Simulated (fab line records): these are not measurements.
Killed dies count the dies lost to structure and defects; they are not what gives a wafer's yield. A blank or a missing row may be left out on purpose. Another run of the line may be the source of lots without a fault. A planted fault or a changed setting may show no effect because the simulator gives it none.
fab line records	flow n5-finfet
record: lots: 7	wafers: 39
route steps=1938 shown FIN_CUT@169 SD_EPI_N@288 GATE_CUT@510 BEOL_M0_SAQP@637
start-h: hours from the record's opening day to when the first of the lot's shown wafers began	wait-h: hours since the lot's step before	" unchanged from the row above	L1.1+2: several wafers, shown together as one row	- no value, or no start given	* or withheld: withheld	< > ~ a bound
route shown NAME@n: NAME is a module with steps in the file, n the number in the route of the first one	usual: average and standard deviation across the fault-free wafers	same: alike in all rows	chamber/n: place in a boat	sites: the reading at each site	_std_site: how widely they spread, as a standard deviation	_edge_site: the outer-site mean with the inner-site mean subtracted	radius-mm: for every site, how far away it sits from the centre of the wafer	mask NAME#n: copy n	behind: tool/chamber where the wafer was last shaped	hold: reason for holding the lot/hours on hold/outcome of the hold	device: the transistor (n, p or np) that didn't switch	end of line: the tests these same wafers got at the end of their route	a step without rows: its recipe alone	killed: count of dies lost to structure and defects at first sort (not the wafer's yield)	map: dies across one wafer; x = killed, . = not, _ = none there
set.NAME: the setting the step ran with; set.NAME@STEP: the setting that earlier step ran with	model.NAME: the simulator's own value behind a step, which no gauge read
one table per step and one row per wafer, for lots whose settings were changed on purpose
== steps ==
step: N5_FIN_CUT_ETCH_21
recipe: chemistry: N2/H2	target: SOC	target-depth-a: 2190	overetch-a: 438	mask-material: SiARC	temp-c: 40	ion-energy-ev: 100	bias-w: 61	time-s: 523.5	pressure-mtorr: 30	source-w: 850	n2-flow-sccm: 200	h2-flow-sccm: 200
lot.wafer	tool	chamber	start-h	wait-h	set.time-s	model.etch.depth-nm	model.SiARC_of_FIN_CUT_COAT_19.thk-nm	model.FIN_CUT.cd-offset-nm
L075.1	rie-diel-04	2	33.15	0.0	247.8	122.1	16.2	-3.6
L075.2	"	1	"	"	523.5	229.3	12	-0.6
L075.3	"	0	"	"	247.8	117.9	16.4	-3
L075.4	"	3	"	"	523.5	229.8	11.8	0
L075.5	"	1	"	"	247.8	122.4	16.2	-3.2
L075.6	"	2	"	"	523.5	229.8	12	-0.4
L076.1	rie-diel-02	1	41.38	0.0	523.5	230.7	12.2	0.2
L076.2	"	2	"	"	523.5	230.9	11.8	0.4
L076.3	"	0	"	"	523.5	230.5	12	-0.4
L076.4	"	3	"	"	523.5	231.1	12	0.6
L076.5	"	3	"	"	523.5	230.7	12	0.8
L076.6	"	2	"	"	523.5	231.5	11.8	0.2
L085.1	rie-diel-05	3	96.09	0.0	523.5	229.7	12.2	-0.2
L085.2	"	0	"	"	523.5	230.1	12	-0.6
L085.3	"	2	"	"	523.5	230	11.8	-0.2
L085.4	"	1	"	"	523.5	230.2	11.8	-0.2
L085.5	"	0	"	"	523.5	231	12.2	-1
L085.6	"	3	"	"	523.5	229.8	12.2	-0.2
L088.1	rie-diel-02	3	111.32	0.0	645.6	229.4	10.2	1.6
L088.2	"	2	"	"	645.6	229.8	10	2
L088.3	"	0	"	"	523.5	229.5	12.2	-1
L088.4	"	1	"	"	523.5	228.9	12.2	0.4
L088.5	"	2	"	"	523.5	228.9	11.8	0
L088.6	"	1	"	"	645.6	229.6	10.4	1.2
L090.1	rie-diel-04	1	123.76	0.0	523.5	229.8	11.8	0
L090.4	"	3	"	"	523.5	229.6	11.6	0.8
L090.5	"	2	"	"	523.5	229.8	12	0
L091.1	rie-diel-04	2	130.07	0.0	523.5	227.9	12	0
L091.2	"	0	"	"	373.3	175.7	14.4	-1.4
L091.3	"	1	"	"	523.5	227.9	11.8	-0.2
L091.4	"	0	"	"	373.3	176	14.4	-2
L091.5	"	1	"	"	373.3	183.9	14.2	-1.6
L091.6	"	2	"	"	523.5	228.2	12	0.2
L094.1	rie-diel-02	1	148.72	0.0	523.5	228.7	12.2	-0.4
L094.2	"	2	"	"	523.5	228.1	11.8	0.2
L094.3	"	3	"	"	523.5	229.6	12.2	-0.4
L094.4	"	0	"	"	523.5	228.5	12.2	-0.8
L094.5	"	2	"	"	523.5	228.2	12	-0.2
L094.6	"	3	"	"	523.5	228.4	12.2	0
step: N5_FIN_CUT_STRIP_23
recipe: chemistry: N2/H2	temp-c: 40	n2-flow-sccm: 200	h2-flow-sccm: 200	rf-frequency-hz: 6e+07
step: N5_FIN_CUT_STRIP_31
recipe: chemistry: N2/H2	temp-c: 40	n2-flow-sccm: 200	h2-flow-sccm: 200	rf-frequency-hz: 6e+07
step: N5_FIN_CUT_STRIP_24
recipe: chemistry: CF4	resist: SiARC	power-w: 300	bias-power-w: 75	pressure-mtorr: 50	cf4-flow-sccm: 150	rf-frequency-hz: 6e+07
step: N5_FIN_CUT_CUT_ETCH_26
recipe: chemistry: CH3F/O2	target: SiNx	target-depth-a: 390	mask-material: SOC	time-s: 55.7	pressure-mtorr: 30	source-w: 395	bias-w: 73	Ar_flow_sccm: 150	CH3F_flow_sccm: 30	O2_flow_sccm: 20	ion-energy-ev: 120
lot.wafer	tool	chamber	start-h	wait-h	set.time-s@FIN_CUT_ETCH_21	model.FIN_CUT.cd-offset-nm
L075.1+5	rie-diel-04	2,1	33.50	0.0	247.8	-3.4
L075.2	"	1	"	"	523.5	-0.6
L075.3	"	0	"	"	247.8	-3.2
L075.4	"	3	"	"	523.5	0
L075.6	"	2	"	"	523.5	-0.2
L076.1	rie-diel-02	1	41.73	0.0	523.5	0.2
L076.2	"	2	"	"	523.5	0.4
L076.3	"	0	"	"	523.5	-0.4
L076.4	"	3	"	"	523.5	0.6
L076.5	"	3	"	"	523.5	0.8
L076.6	"	2	"	"	523.5	0
L085.1+6	rie-diel-05	3	96.43	0.0	523.5	-0.4
L085.2	"	0	"	"	523.5	-0.8
L085.3	"	2	"	"	523.5	0
L085.4	"	1	"	"	523.5	-0.2
L085.5	"	0	"	"	523.5	-1
L088.1	rie-diel-02	3	111.66	0.0	645.6	1.6
L088.2	"	2	"	"	645.6	2
L088.3	"	0	"	"	523.5	-1
L088.4	"	1	"	"	523.5	0.4
L088.5	"	2	"	"	523.5	0
L088.6	"	1	"	"	645.6	1.2
L090.1+5	rie-diel-04	1,2	124.11	0.0	523.5	-0.2
L090.4	"	3	"	"	523.5	0.8
L091.1	rie-diel-04	2	130.42	0.0	523.5	0
L091.2	"	0	"	"	373.3	-1.4
L091.3	"	1	"	"	523.5	-0.2
L091.4	"	0	"	"	373.3	-2
L091.5	"	1	"	"	373.3	-1.8
L091.6	"	2	"	"	523.5	0.2
L094.1	rie-diel-02	1	149.06	0.0	523.5	-0.4
L094.2	"	2	"	"	523.5	0.2
L094.3	"	3	"	"	523.5	-0.6
L094.4	"	0	"	"	523.5	-0.8
L094.5	"	2	"	"	523.5	-0.2
L094.6	"	3	"	"	523.5	0
step: N5_FIN_CUT_CUT_ETCH_27
recipe: chemistry: CHF3/O2	target: SiO2	target-depth-a: 40	mask-material: SOC	overetch-a: 20	time-s: 4.9	pressure-mtorr: 30	source-w: 650	bias-w: 170	Ar_flow_sccm: 200	CHF3_flow_sccm: 50	O2_flow_sccm: 5	ion-energy-ev: 200
lot.wafer	tool	chamber	start-h	wait-h	set.time-s@FIN_CUT_ETCH_21	model.FIN_CUT.cd-offset-nm
L075.1+5	rie-diel-04	2,1	33.54	0.0	247.8	-3.4
L075.2	"	1	"	"	523.5	-0.6
L075.3	"	0	"	"	247.8	-3
L075.4	"	3	"	"	523.5	0
L075.6	"	2	"	"	523.5	-0.2
L076.1+6	rie-diel-02	1,2	41.77	0.0	523.5	0.2
L076.2+4	"	2,3	"	"	523.5	0.6
L076.3	"	0	"	"	523.5	-0.4
L076.5	"	3	"	"	523.5	0.8
L085.1+6	rie-diel-05	3	96.48	0.0	523.5	-0.4
L085.2	"	0	"	"	523.5	-0.8
L085.3	"	2	"	"	523.5	0
L085.4	"	1	"	"	523.5	-0.2
L085.5	"	0	"	"	523.5	-1
L088.1	rie-diel-02	3	111.71	0.0	645.6	1.6
L088.2	"	2	"	"	645.6	2
L088.3	"	0	"	"	523.5	-1
L088.4	"	1	"	"	523.5	0.6
L088.5	"	2	"	"	523.5	0
L088.6	"	1	"	"	645.6	1.4
L090.1+5	rie-diel-04	1,2	124.15	0.0	523.5	-0.2
L090.4	"	3	"	"	523.5	0.6
L091.1	rie-diel-04	2	130.46	0.0	523.5	0
L091.2	"	0	"	"	373.3	-1.4
L091.3	"	1	"	"	523.5	-0.2
L091.4	"	0	"	"	373.3	-2
L091.5	"	1	"	"	373.3	-1.8
L091.6	"	2	"	"	523.5	0.2
L094.1+5	rie-diel-02	1,2	149.11	0.0	523.5	-0.2
L094.2	"	2	"	"	523.5	0.2
L094.3	"	3	"	"	523.5	-0.6
L094.4	"	0	"	"	523.5	-0.8
L094.6	"	3	"	"	523.5	0
step: N5_FIN_CUT_PRECLEAN_35
recipe: time-s: 13.3	temp-c: 45	pressure-torr: 125	p-hf-torr: 3	p-coreactant-torr: 25	chemistry: vHF
step: N5_FIN_CUT_CUT_ETCH_15
recipe: chemistry: HBr/Cl2/O2	target: Si	target-depth-a: 1000	bt-time-s: 10	mask-material: SOC	time-s: 42.4	ion-energy-ev: *	bias-w: *	pressure-mtorr: 10	icp-w: 800	HBr_flow_sccm: 150	Cl2_flow_sccm: 80	O2_flow_sccm: 12
step: N5_FIN_CUT_CUT_ETCH_28
recipe: chemistry: HBr/Cl2/O2	target: Si	target-depth-a: 60	mask-material: SOC	time-s: 2.4	ion-energy-ev: *	bias-w: *	pressure-mtorr: 10	icp-w: 800	HBr_flow_sccm: 150	Cl2_flow_sccm: 80	O2_flow_sccm: 12
lot.wafer	tool	chamber	start-h	wait-h	set.time-s@FIN_CUT_ETCH_21	model.FIN_CUT.cd-offset-nm
L075.1	rie-si-01	3	33.74	0.0	247.8	-3.2
L075.2	"	1	"	"	523.5	-0.4
L075.3	"	0	"	"	247.8	-2.8
L075.4	"	2	"	"	523.5	0.4
L075.5	"	2	"	"	247.8	-3
L075.6	"	3	"	"	523.5	0.2
L076.1	rie-si-01	2	41.97	0.0	523.5	0.2
L076.2+4	"	3,1	"	"	523.5	0.4
L076.3	"	0	"	"	523.5	-0.6
L076.5	"	0	"	"	523.5	0.8
L076.6	"	1	"	"	523.5	0
L085.1+6	rie-si-01	2	96.76	0.0	523.5	0
L085.2	"	0	"	"	523.5	-0.4
L085.3	"	3	"	"	523.5	0.4
L085.4	"	1	"	"	523.5	0.2
L085.5	"	1	"	"	523.5	-0.8
L088.1	rie-si-01	3	111.91	0.0	645.6	2
L088.2	"	0	"	"	645.6	2.2
L088.3	"	2	"	"	523.5	-0.8
L088.4	"	1	"	"	523.5	0.8
L088.5	"	0	"	"	523.5	0.4
L088.6	"	3	"	"	645.6	1.6
L090.1	rie-si-01	3	124.38	0.1	523.5	-0.6
L090.4	"	3	"	"	523.5	0.4
L090.5	"	3	"	"	523.5	-0.4
L091.1	rie-si-02	3	130.67	0.0	523.5	0
L091.2	"	1	"	"	373.3	-1.8
L091.3	"	2	"	"	523.5	-0.4
L091.4+5	"	0,1	"	"	373.3	-2
L091.6	"	0	"	"	523.5	0.4
L094.1	rie-si-02	3	150.35	0.0	523.5	-0.2
L094.2+5+6	"	1,0,3	"	"	523.5	0
L094.3	"	0	"	"	523.5	-0.4
L094.4	"	2	"	"	523.5	-0.8
step: N5_SD_EPI_N_EPI_21
recipe: material: Si:P	dopant: P	temp-c: 680	pressure-torr: 255	time-s: 690
lot.wafer	tool	chamber	start-h	wait-h	set.epi-growth-time-s	model.Si-P_of_SD_EPI_N_EPI_21.thk-nm
L075.1+6	epi-rpcvd-01	0	56.16	0.1	690	59.6
L075.2+3+4	"	0	"	"	690	59.2
L075.5	"	0	"	"	690	59.4
L076.1	epi-rpcvd-01	0	65.56	0.2	1077	82.8
L076.2	"	0	"	"	690	59.8
L076.3	"	0	"	"	690	60.6
L076.4	"	0	"	"	690	60
L076.5	"	0	"	"	1077	83
L076.6	"	0	"	"	1077	81.8
L085.1	epi-rpcvd-01	0	119.34	0.2	414.1	38.2
L085.2	"	0	"	"	690	59.2
L085.3	"	0	"	"	414.1	38.4
L085.4	"	0	"	"	690	59.4
L085.5	"	0	"	"	690	58.6
L085.6	"	0	"	"	414.1	37.8
L088.1	epi-rpcvd-02	0	133.96	0.2	690	59.2
L088.2+4	"	0	"	"	690	58.4
L088.3	"	0	"	"	690	58.6
L088.5	"	0	"	"	690	58
L088.6	"	0	"	"	690	57.8
L090.1+5	epi-rpcvd-02	0	148.36	0.2	690	59.2
L090.4	"	0	149.48	1.2	690	58.8
L091.1	epi-rpcvd-01	0	153.37	0.1	690	58.4
L091.2	"	0	"	"	690	58.6
L091.3+6	"	0	"	"	690	58.2
L091.4	"	0	"	"	690	58
L091.5	"	0	"	"	690	58.8
L094.1	epi-rpcvd-04	0	174.44	0.1	548.8	51.8
L094.2	"	0	"	"	690	59.6
L094.3+5	"	0	"	"	690	60.4
L094.4+6	"	0	"	"	548.8	52
step: N5_SD_EPI_N_EPI_MEAS_23
recipe: mode: xrd
usual: thk-nm: 59.5/1.2
lot.wafer	tool	chamber	start-h	wait-h	set.epi-growth-time-s@SD_EPI_N_EPI_21	thk-nm
L075.1	film-metro-02	-	57.87	1.4	690	59.2
L075.2	"	-	"	"	690	59.2
L075.3	"	-	"	"	690	60.0
L075.4	"	-	"	"	690	59.2
L075.5	"	-	"	"	690	58.8
L075.6	"	-	"	"	690	59.8
L076.1	film-metro-02	-	67.83	1.9	1077	81.0
L076.2	"	-	"	"	690	59.0
L076.3	"	-	"	"	690	61.4
L076.4	"	-	"	"	690	60.1
L076.5	"	-	"	"	1077	82.0
L076.6	"	-	"	"	1077	82.1
L085.1	film-metro-01	-	121.62	1.9	414.1	37.6
L085.2	"	-	"	"	690	60.5
L085.3	"	-	"	"	414.1	38.6
L085.4	"	-	"	"	690	59.8
L085.5	"	-	"	"	690	59.0
L085.6	"	-	"	"	414.1	39.2
L088.1	film-metro-02	-	136.24	1.9	690	60.1
L088.2	"	-	"	"	690	56.2
L088.3	"	-	"	"	690	57.2
L088.4	"	-	"	"	690	59.3
L088.5	"	-	"	"	690	56.3
L088.6	"	-	"	"	690	58.6
L090.1	film-metro-01	-	150.64	1.9	690	59.4
L090.4	"	-	"	"	690	59.8
L090.5	"	-	"	"	690	58.4
L091.1	film-metro-02	-	155.10	1.5	690	57.7
L091.2	"	-	"	"	690	58.9
L091.3	"	-	"	"	690	59.7
L091.4	"	-	"	"	690	57.4
L091.5	"	-	"	"	690	58.2
L091.6	"	-	"	"	690	57.5
L094.1	film-metro-02	-	176.17	1.5	548.8	51.8
L094.2	"	-	"	"	690	59.3
L094.3	"	-	"	"	690	59.9
L094.4	"	-	"	"	548.8	52.4
L094.5	"	-	"	"	690	60.8
L094.6	"	-	"	"	548.8	52.6
step: N5_SD_EPI_N_PRECLEAN_24
recipe: chemistry: O3/DIW	time-s: 60	temp-c: 22	o3-ppm: 10
lot.wafer	tool	chamber	start-h	wait-h	set.epi-growth-time-s@SD_EPI_N_EPI_21	model.Si-P_of_SD_EPI_N_EPI_21.thk-nm
L075.1+6	wet-bench-03	5,6	57.91	0.0	690	59.2
L075.2+3+4	"	4,2,1	"	"	690	58.8
L075.5	"	3	"	"	690	59
L076.1	wet-bench-04	6	67.87	0.0	1077	82.2
L076.2	"	5	"	"	690	59.4
L076.3	"	0	"	"	690	60.2
L076.4	"	4	"	"	690	59.6
L076.5	"	7	"	"	1077	82.4
L076.6	"	3	"	"	1077	81.2
L085.1	wet-bench-04	0	121.66	0.0	414.1	37.8
L085.2	"	6	"	"	690	58.8
L085.3	"	2	"	"	414.1	38
L085.4	"	1	"	"	690	59
L085.5	"	7	"	"	690	58.2
L085.6	"	3	"	"	414.1	37.4
L088.1	wet-bench-03	1	136.27	0.0	690	58.8
L088.2+4	"	2,3	"	"	690	58
L088.3	"	4	"	"	690	58.2
L088.5	"	6	"	"	690	57.6
L088.6	"	5	"	"	690	57.4
L090.1+5	wet-bench-03	6,0	150.67	0.0	690	58.8
L090.4	"	4	"	"	690	58.4
L091.1	wet-bench-03	5	155.14	0.0	690	58
L091.2	"	6	"	"	690	58.2
L091.3+6	"	4,3	"	"	690	57.8
L091.4	"	7	"	"	690	57.6
L091.5	"	0	"	"	690	58.4
L094.1	wet-bench-03	2	176.26	0.1	548.8	51.4
L094.2	"	6	"	"	690	59.2
L094.3+5	"	4,1	"	"	690	60
L094.4	"	3	"	"	548.8	51.8
L094.6	"	5	"	"	548.8	51.6
step: N5_GATE_CUT_ALD_22
recipe: material: SiNx	target-thk-a: 160	temp-c: 400	ald-precursor-family: SiH2I2	ald-co-reactant: N2/H2-plasma	pulse-time-s: 1	ald-cycles: 320	purge-time-s: 2	co-reactant-purge-time-s: 2	pressure-torr: 2
lot.wafer	tool	chamber	start-h	wait-h	set.ald-cycles	model.SiNx_of_GATE_CUT_ALD_22.thk-nm
L075.1+2+3+5+6	ald-sin-03	1,2,0,3,2	88.84	0.1	320	16
L075.4	"	3	"	"	320	16.2
L076.1+4+6	ald-sin-03	2,3,0	101.26	0.6	320	16
L076.2+3+5	"	1,0,3	"	"	130	6.6
L085.1+2+3+4+5+6	ald-sin-03	1,3,0,2,0,1	155.54	1.1	320	16
L088.1+2+5	ald-sin-04	2,3,2	167.38	0.0	320	16
L088.3+4	"	0,1	"	"	129	6.4
L088.6	"	3	"	"	129	6.6
L090.1+4	ald-sin-01	2,1	184.00	0.0	320	16
L090.5	"	0	"	"	320	15.8
L091.1+3	ald-sin-04	3,0	190.75	0.2	196	9.8
L091.2+4+6	"	2,1,1	"	"	320	15.8
L091.5	"	2	"	"	196	9.6
L094.1+6	ald-sin-04	2,1	207.04	0.0	206	10.2
L094.2	"	1	"	"	320	15.8
L094.3+4	"	3,0	"	"	320	16
L094.5	"	2	"	"	206	10.4
step: N5_GATE_CUT_CMP_23
recipe: stop-on: SiO2	t-overpolish-s: 23.4	post-cmp-clean: alkaline-brush	down-force-psi: 2.5	platen-rpm: 51.8	pad-velocity-m-s: 1.0307	target-thk-nm: 16
usual: time-to-endpoint-s: 19.2/2.7
lot.wafer	tool	chamber	start-h	wait-h	set.ald-cycles@GATE_CUT_ALD_22	time-to-endpoint-s
L075.2	cmp-04	2	90.33	0.8	320	21.2
L075.4	"	3	"	"	320	21.8
L075.1	"	0	"	"	320	16.9
L075.3	"	1	"	"	320	16.7
L075.5	"	2	"	"	320	19.9
L075.6	"	3	"	"	320	18.8
L076.4	cmp-02	3	102.75	0.8	320	16.1
L076.3	"	0	"	"	130	6.9
L076.1	"	1	"	"	320	15.7
L076.2	"	2	"	"	130	7.6
L076.6	"	3	"	"	320	14.6
L076.5	"	0	"	"	130	8.3
L085.1	cmp-01	0	157.03	0.8	320	21.3
L085.2	"	1	"	"	320	21.5
L085.3	"	2	"	"	320	22.1
L085.4	"	3	"	"	320	19.3
L085.5	"	0	"	"	320	21.9
L085.6	"	1	"	"	320	22.3
L088.1	cmp-04	3	168.87	0.8	320	20.7
L088.3	"	0	"	"	129	8.0
L088.2	"	1	"	"	320	16.0
L088.4	"	2	"	"	129	11.8
L088.5	"	3	"	"	320	21.5
L088.6	"	0	"	"	129	3.8
L090.1	cmp-04	1	185.52	0.8	320	13.1
L090.4	"	2	"	"	320	18.6
L090.5	"	0	"	"	320	14.8
L091.4	cmp-01	3	192.45	1.0	320	19.2
L091.1	"	0	"	"	196	13.5
L091.2	"	1	"	"	320	21.0
L091.3	"	2	"	"	196	12.0
L091.6	"	3	"	"	320	20.9
L091.5	"	0	"	"	196	15.4
L094.2	cmp-01	2	208.53	0.8	320	19.8
L094.1	"	3	"	"	206	16.2
L094.4	"	0	"	"	320	22.6
L094.3	"	1	"	"	320	24.6
L094.5	"	2	"	"	206	15.3
L094.6	"	3	"	"	206	14.7
step: N5_BEOL_M0_SAQP_PECVD_97
recipe: material: SiNx	target-thk-a: 230	temp-c: 350	precursor: SiH4/NH3/N2	pressure-torr: 1.5	rf-w: 300	time-s: 19.9
lot.wafer	tool	chamber	start-h	wait-h	set.time-s	model.SiNx_of_BEOL_M0_SAQP_PECVD_97.thk-nm
L075.1	pecvd-04	2	144.91	0.0	12.84	14.4
L075.2	"	1	"	"	19.9	22.6
L075.3+6	"	0,1	"	"	19.9	22.8
L075.4	"	2	"	"	12.84	14.6
L075.5	"	0	"	"	12.84	15
L076.1	pecvd-02	0	144.96	0.0	15.07	17.2
L076.2	"	2	"	"	19.9	22.6
L076.3+5	"	1,0	"	"	15.07	17.6
L076.4	"	1	"	"	19.9	23.4
L076.6	"	2	"	"	19.9	23.2
L085.1	pecvd-02	0	176.74	0.0	9.189	10.2
L085.2	"	2	"	"	19.9	22.6
L085.3	"	1	"	"	9.189	11
L085.4	"	2	"	"	19.9	23.4
L085.5	"	1	"	"	9.189	11.2
L085.6	"	0	"	"	19.9	23
L088.1+2	pecvd-01	2,0	189.65	0.0	19.9	23
L088.3+5	"	1	"	"	19.9	23.4
L088.4+6	"	0,2	"	"	19.9	23.2
L090.1	pecvd-01	0	206.40	0.0	19.9	22.8
L090.4	"	1	"	"	19.9	23.2
L090.5	"	0	"	"	19.9	23
L091.1+4	pecvd-04	1,2	212.01	0.0	19.9	22.6
L091.2	"	2	"	"	19.9	22.4
L091.3+5	"	0,1	"	"	11.04	12.2
L091.6	"	0	"	"	11.04	12.4
L094.1+3+4	pecvd-04	1,0,2	230.16	0.0	19.9	22.8
L094.2	"	2	"	"	19.9	22.6
L094.5	"	1	"	"	19.9	23.2
L094.6	"	0	"	"	19.9	23
== key ==
split: step: N5_FIN_CUT_ETCH_21	setting: time-s	stated: 523.5	by: wafer
response: step: N5_FIN_CUT_ETCH_21	reading: model.etch.depth-nm	change: +1.73	per: 1%	r: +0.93
response: step: N5_FIN_CUT_ETCH_21	reading: model.SiARC_of_FIN_CUT_COAT_19.thk-nm	change: -0.0823	per: 1%	r: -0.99
response: step: N5_FIN_CUT_ETCH_21	reading: model.FIN_CUT.cd-offset-nm	change: +0.059	per: 1%	r: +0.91
response: step: N5_FIN_CUT_CUT_ETCH_26	reading: model.FIN_CUT.cd-offset-nm	change: +0.0612	per: 1%	r: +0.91
response: step: N5_FIN_CUT_CUT_ETCH_27	reading: model.FIN_CUT.cd-offset-nm	change: +0.0603	per: 1%	r: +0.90
response: step: N5_FIN_CUT_CUT_ETCH_28	reading: model.FIN_CUT.cd-offset-nm	change: +0.0625	per: 1%	r: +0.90
split: step: N5_SD_EPI_N_EPI_21	setting: epi-growth-time-s	stated: 690	by: wafer
response: step: N5_SD_EPI_N_EPI_21	reading: model.Si-P_of_SD_EPI_N_EPI_21.thk-nm	change: +0.438	per: 1%	r: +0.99
response: step: N5_SD_EPI_N_EPI_MEAS_23	reading: thk-nm	change: *	per: 1%	r: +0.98
response: step: N5_SD_EPI_N_PRECLEAN_24	reading: model.Si-P_of_SD_EPI_N_EPI_21.thk-nm	change: +0.435	per: 1%	r: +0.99
split: step: N5_GATE_CUT_ALD_22	setting: ald-cycles	stated: 320	by: wafer
response: step: N5_GATE_CUT_ALD_22	reading: model.SiNx_of_GATE_CUT_ALD_22.thk-nm	change: +0.159	per: 1%	r: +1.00
response: step: N5_GATE_CUT_CMP_23	reading: time-to-endpoint-s	change: *	per: 1%	r: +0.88
split: step: N5_BEOL_M0_SAQP_PECVD_97	setting: time-s	stated: 19.9	by: wafer
response: step: N5_BEOL_M0_SAQP_PECVD_97	reading: model.SiNx_of_BEOL_M0_SAQP_PECVD_97.thk-nm	change: +0.228	per: 1%	r: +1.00
